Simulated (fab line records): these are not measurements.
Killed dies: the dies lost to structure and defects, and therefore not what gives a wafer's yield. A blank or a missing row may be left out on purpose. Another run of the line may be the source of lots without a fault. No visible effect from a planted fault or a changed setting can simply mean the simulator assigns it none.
Split-lot experiment / flow n5_finfet / 21 wafers read across 7 lots, on a route 1938 steps long

ABOUT THE SPLIT
At N5_BEOL_M12_ETCH_68 (etches SOC in N2/H2, time 285 s), the setting time_s was moved away from the recipe's 285 s on 8 of the 21 wafers read, by -20.8% to +5.6%. This setting was run at the recipe's value on the other wafers.

The split's own step is where the reading is taken.

THE READING
SiARC_of_BEOL_M12_COAT_66.thk_nm (the simulator's own value, which no gauge read), in nm, at N5_BEOL_M12_ETCH_68 (etches SOC in N2/H2, time 285 s). The file gives no usual value for it. Average 85.7 nm, standard deviation 0.52 nm, over the 13 wafers here run with the recipe.

wafer=L076.3; tool, chamber at the split=rie_diel-02, 3; time_s as run, s=285; against the recipe=recipe; SiARC_of_BEOL_M12_COAT_66.thk_nm, nm=85.4; against lot-mates on the recipe=-
wafer=L076.4; tool, chamber at the split=rie_diel-02, 2; time_s as run, s=225.8; against the recipe=-20.8%; SiARC_of_BEOL_M12_COAT_66.thk_nm, nm=90.2; against lot-mates on the recipe=+4.9
wafer=L076.6; tool, chamber at the split=rie_diel-02, 3; time_s as run, s=285; against the recipe=recipe; SiARC_of_BEOL_M12_COAT_66.thk_nm, nm=85.2; against lot-mates on the recipe=-
wafer=L090.1; tool, chamber at the split=rie_diel-01, 0,2; time_s as run, s=242.3; against the recipe=-15.0%; SiARC_of_BEOL_M12_COAT_66.thk_nm, nm=89.4; against lot-mates on the recipe=+2.8
wafer=L090.3; tool, chamber at the split=rie_diel-01, 0,2; time_s as run, s=242.3; against the recipe=-15.0%; SiARC_of_BEOL_M12_COAT_66.thk_nm, nm=89.4; against lot-mates on the recipe=+2.8
wafer=L090.2; tool, chamber at the split=rie_diel-01, 3; time_s as run, s=285; against the recipe=recipe; SiARC_of_BEOL_M12_COAT_66.thk_nm, nm=86.6; against lot-mates on the recipe=-
wafer=L094.2; tool, chamber at the split=rie_diel-02, 0; time_s as run, s=285; against the recipe=recipe; SiARC_of_BEOL_M12_COAT_66.thk_nm, nm=85.8; against lot-mates on the recipe=-
wafer=L094.3; tool, chamber at the split=rie_diel-02, 2; time_s as run, s=285; against the recipe=recipe; SiARC_of_BEOL_M12_COAT_66.thk_nm, nm=86.2; against lot-mates on the recipe=-
wafer=L094.6; tool, chamber at the split=rie_diel-02, 1; time_s as run, s=285; against the recipe=recipe; SiARC_of_BEOL_M12_COAT_66.thk_nm, nm=86; against lot-mates on the recipe=-
wafer=L092.1; tool, chamber at the split=rie_diel-02, 0; time_s as run, s=285; against the recipe=recipe; SiARC_of_BEOL_M12_COAT_66.thk_nm, nm=85.8; against lot-mates on the recipe=-
wafer=L092.5; tool, chamber at the split=rie_diel-02, 1,2; time_s as run, s=285; against the recipe=recipe; SiARC_of_BEOL_M12_COAT_66.thk_nm, nm=85.6; against lot-mates on the recipe=-
wafer=L092.6; tool, chamber at the split=rie_diel-02, 1,2; time_s as run, s=285; against the recipe=recipe; SiARC_of_BEOL_M12_COAT_66.thk_nm, nm=85.6; against lot-mates on the recipe=-
wafer=L091.1; tool, chamber at the split=rie_diel-01, 2; time_s as run, s=285; against the recipe=recipe; SiARC_of_BEOL_M12_COAT_66.thk_nm, nm=84.8; against lot-mates on the recipe=-
wafer=L091.3; tool, chamber at the split=rie_diel-01, 1; time_s as run, s=285; against the recipe=recipe; SiARC_of_BEOL_M12_COAT_66.thk_nm, nm=85.4; against lot-mates on the recipe=-
wafer=L091.6; tool, chamber at the split=rie_diel-01, 1; time_s as run, s=285; against the recipe=recipe; SiARC_of_BEOL_M12_COAT_66.thk_nm, nm=85.2; against lot-mates on the recipe=-
wafer=L095.4; tool, chamber at the split=rie_diel-02, 3; time_s as run, s=232.9; against the recipe=-18.3%; SiARC_of_BEOL_M12_COAT_66.thk_nm, nm=90.4; against lot-mates on the recipe=no lot-mate on the recipe
wafer=L095.6; tool, chamber at the split=rie_diel-02, 3; time_s as run, s=232.9; against the recipe=-18.3%; SiARC_of_BEOL_M12_COAT_66.thk_nm, nm=90.4; against lot-mates on the recipe=no lot-mate on the recipe
wafer=L095.5; tool, chamber at the split=rie_diel-02, 2; time_s as run, s=232.9; against the recipe=-18.3%; SiARC_of_BEOL_M12_COAT_66.thk_nm, nm=90.2; against lot-mates on the recipe=no lot-mate on the recipe
wafer=L096.1; tool, chamber at the split=rie_diel-06, 2; time_s as run, s=301.1; against the recipe=+5.6%; SiARC_of_BEOL_M12_COAT_66.thk_nm, nm=84.6; against lot-mates on the recipe=-2.0
wafer=L096.3; tool, chamber at the split=rie_diel-06, 1; time_s as run, s=285; against the recipe=recipe; SiARC_of_BEOL_M12_COAT_66.thk_nm, nm=86.6; against lot-mates on the recipe=-
wafer=L096.4; tool, chamber at the split=rie_diel-06, 3; time_s as run, s=301.1; against the recipe=+5.6%; SiARC_of_BEOL_M12_COAT_66.thk_nm, nm=85; against lot-mates on the recipe=-1.6
When a row names more than one chamber, that row covers several wafers, and the file does not tell which wafer ran in which chamber.

THE FIT
A straight line over all 21 wafers: SiARC_of_BEOL_M12_COAT_66.thk_nm changes by -0.237 nm for each +1% of time_s; r = -0.98; the points scatter about the line by 0.48 nm.
The same after taking each lot's own level away (the mean of its wafers on the recipe; 18 wafers): -0.223 nm for each +1%; r = -0.98; scatter 0.3 nm.
According to that fit, moving time_s by its largest amount changes the reading by 4.6 nm.
Across the lots, their own levels run from 85.13 to 86.60 nm, a range of 2.8 times the standard deviation given above.
The two slopes are in agreement: the lot-to-lot level therefore moves the slope only a little.
Check: for one of the wafers moved furthest among these (-20.8%), held out of the fit, the line's prediction against its lot-mates is +4.2 nm. It came out at +4.9 nm against them.

THESE WAFERS: OTHER SPLITS
Note: prior to the reading, these wafers also went through further splits. Each is held against what the fit with the lots' levels taken away leaves over:
other split on the same wafers=N5_BEOL_M10_TRENCH_ETCH_37 time_s; wafers away from the commonest value=6; r with SiARC_of_BEOL_M12_COAT_66.thk_nm (lot level and that fit taken away)=-0.01
other split on the same wafers=N5_BEOL_M10_ALD_74 ald_cycles; wafers away from the commonest value=5; r with SiARC_of_BEOL_M12_COAT_66.thk_nm (lot level and that fit taken away)=+0.22
other split on the same wafers=N5_BEOL_M11_COAT_63 spin_rpm; wafers away from the commonest value=8; r with SiARC_of_BEOL_M12_COAT_66.thk_nm (lot level and that fit taken away)=+0.22
other split on the same wafers=N5_BEOL_M11_EXPOSE_25 dose_mj; wafers away from the commonest value=8; r with SiARC_of_BEOL_M12_COAT_66.thk_nm (lot level and that fit taken away)=-0.38

FILE'S OWN FIT
SiARC_of_BEOL_M12_COAT_66.thk_nm changes by -0.224 nm for each +1% of time_s, r = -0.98.
